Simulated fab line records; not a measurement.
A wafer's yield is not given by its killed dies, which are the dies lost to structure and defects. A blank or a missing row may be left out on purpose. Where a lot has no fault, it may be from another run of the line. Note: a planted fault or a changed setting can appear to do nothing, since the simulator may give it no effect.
Chamber matching -- flow nand harc -- NHARC_A_STAIRCASE_ETCH_169 on rie diel-08: 4 sister chambers
The step etches the open film in CH3F/O2, target depth 50 nm, time 107.1 s. 4 wafers are shown with their chamber, then 9 later ones without.

== WAFERS WITH THEIR CHAMBER ==
wafer,chamber,showerhead plenum p Torr (Torr)
L089.1,2,2.33
L090.6,1,2.64
L092.3,0,2.32
L092.5,3,2.45

== WAFERS MISSING THEIR CHAMBER ==
wafer,showerhead plenum p Torr (Torr)
L093.2,2.33
L093.3,2.32
L093.5,2.33
L094.2,2.32
L094.3,2.64
L094.4,2.44
L097.2,2.32
L097.4,2.63
L097.6,2.32

== THE CHAMBER EACH PASSED THROUGH ==
wafer,from the rows above,in truth
L093.2,2,2
L093.3,0,0
L093.5,2,2
L094.2,0,0
L094.3,1,1
L094.4,3,3
L097.2,0,0
L097.4,1,1
L097.6,0,0
Correctly placed: 9 of 9. From these rows, 0 cannot be placed. Placed wrongly: 0.
How it was worked out, from the rows above alone: a wafer's distance from a chamber is the root of the sum, over the readings, of the square of ((its reading less the chamber's mean) divided by the reading's scatter). The wafer belongs to the nearest chamber; if the next one is less than 2 further off, it can't be placed. Each chamber's mean is taken over the wafers shown for it. The scatter: with one shown wafer a chamber, the root of the mean of the squares of how far each hidden wafer lies from its nearest shown one.
